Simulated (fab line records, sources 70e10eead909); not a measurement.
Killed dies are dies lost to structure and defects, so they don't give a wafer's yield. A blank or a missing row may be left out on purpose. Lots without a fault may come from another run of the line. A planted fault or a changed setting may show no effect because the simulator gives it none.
Which tool did it? | flow nand_harc | 12 lots, 36 wafers sampled, at 5 steps of a route of 1159

WHAT THE GAUGES READ, wafer by wafer
NHARC_A_CHANNEL_HOLE_D1_CD_MEAS_10: target cd 100 nm.
lot  | measured     | on        | cd_nm (nm)
L075 | day 8 03:16  | cd_sem-03 | 100.2 100.9 99.5
L077 | day 8 21:19  | cd_sem-01 | 100.1 99.8 99.9
L079 | day 9 10:01  | cd_sem-01 | 100.0 99.8 99.6
L080 | day 9 16:11  | cd_sem-01 | 99.9 100.1 100.1
L082 | day 10 10:35 | cd_sem-03 | 99.9 100.5 100.2
L085 | day 11 10:19 | cd_sem-03 | 100.8 101.3 100.7
L087 | day 11 19:51 | cd_sem-02 | 101.5 100.7 100.8
L090 | day 12 08:02 | cd_sem-03 | 100.2 99.8 99.9
L092 | day 12 13:05 | cd_sem-03 | 101.0 100.1 100.0
L093 | day 12 21:29 | cd_sem-03 | 99.8 99.7 100.1
L095 | day 13 17:26 | cd_sem-01 | 100.8 99.5 100.3
L097 | day 14 01:00 | cd_sem-02 | 99.7 99.9 99.7

WHICH TOOL RAN EACH LOT (tool, then ch and the chambers of the sampled wafers, then the start)
lot  | NHARC_P_M1_PRE_CLEAN_32        | NHARC_P_M2_ETCH_15                            | NHARC_P_M2_ETCH_28                            | NHARC_A_ZERO_WELL_DESCUM_12
L075 | pecvd-04 ch 1,2, day 6 05:13   | rie_diel-13 ch 0,1,2, day 6 15:03 or earlier  | rie_diel-10 ch 0,1,2, day 6 15:03 or earlier  | rie_diel-06 ch 0,2,3, day 6 15:03
L077 | pecvd-03 ch 1,2, day 6 20:05   | rie_diel-13 ch 0,2, day 7 06:13 or earlier    | rie_diel-10 ch 0,1, day 7 06:13 or earlier    | rie_diel-12 ch 1,2, day 7 06:13
L079 | pecvd-03 ch 0,1,2, day 7 07:22 | rie_diel-13 ch 0,1,3, day 7 19:31 or earlier  | rie_diel-13 ch 0,1,2, day 7 19:31 or earlier  | rie_diel-06 ch 0,1, day 7 19:31
L080 | pecvd-04 ch 1,2, day 7 16:54   | rie_diel-13 ch 0,1,3, day 8 02:56 or earlier  | rie_diel-13 ch 1,2,3, day 8 02:56 or earlier  | rie_diel-11 ch 0,1,3, day 8 02:56
L082 | pecvd-03 ch 0,1,2, day 8 09:52 | rie_diel-13 ch 0,1, day 8 20:00 or earlier    | rie_diel-13 ch 1,2, day 8 20:00 or earlier    | rie_diel-06 ch 0,3, day 8 20:00
L085 | pecvd-03 ch 0,1, day 9 08:25   | rie_diel-13 ch 1,3, day 9 10:23 or earlier    | rie_diel-10 ch 0,2, day 9 10:23               | rie_diel-06 ch 0,1, day 9 18:23
L087 | pecvd-03 ch 0,1,2, day 9 14:35 | rie_diel-09 ch 2,3, day 10 00:36 or earlier   | rie_diel-13 ch 1,2,3, day 10 00:36 or earlier | rie_diel-11 ch 0,3, day 10 00:36
L090 | pecvd-03 ch 0,1, day 10 07:41  | rie_diel-13 ch 1,2,3, day 10 18:10 or earlier | rie_diel-13 ch 2,3, day 10 18:10 or earlier   | rie_diel-06 ch 1,2, day 10 18:10
L092 | pecvd-03 ch 0,2, day 10 11:51  | rie_diel-13 ch 2,3, day 10 22:49 or earlier   | rie_diel-13 ch 2,3, day 10 22:49 or earlier   | rie_diel-06 ch 1,3, day 10 22:49
L093 | pecvd-02 ch 0,2, day 10 17:57  | rie_diel-13 ch 0,3, day 11 03:58 or earlier   | rie_diel-13 ch 0,2,3, day 11 03:58 or earlier | rie_diel-12 ch 0,1,2, day 11 03:58
L095 | pecvd-02 ch 1, day 11 07:23    | rie_diel-13 ch 1,2,3, day 11 17:47 or earlier | rie_diel-13 ch 0,1, day 11 17:47 or earlier   | rie_diel-12 ch 1,2,3, day 11 17:47
L097 | pecvd-04 ch 0,2, day 11 21:29  | rie_diel-13 ch 0,3, day 12 07:29 or earlier   | rie_diel-09 ch 1,2,3, day 12 07:29 or earlier | rie_diel-06 ch 0,1,2, day 12 07:29
- NHARC_P_M1_PRE_CLEAN_32: time 12 s.
- NHARC_P_M2_ETCH_15: etches the open film in C4F8/Ar, target depth 182.5 nm, time 91.2 s.
- NHARC_P_M2_ETCH_28: etches the open film in CF4/N2, target depth 30 nm, time 72.99 s.
- NHARC_A_ZERO_WELL_DESCUM_12: chemistry O2, time 3 s.

THE ANSWER, worked out from the rows above alone
Rule: what is usual is taken from the lots themselves. Put in order of their means at a reading, lots are off if they are a third of the lots or fewer, leave a main group of 4 or more, and stand apart from it by a gap of 3 or more times the standard deviation of the main group's means; of several such gaps the widest counts. A main group whose means are all the same, to the digits that the tables above print for the reading, isn't used. A lot without any number at a reading at which 4 lots or more have one is off too. The other lots that the step has rows for count as sound.
No lot is off at any reading shown: from this, nothing can be told.

WHAT THE SIMULATOR HAD PUT IN
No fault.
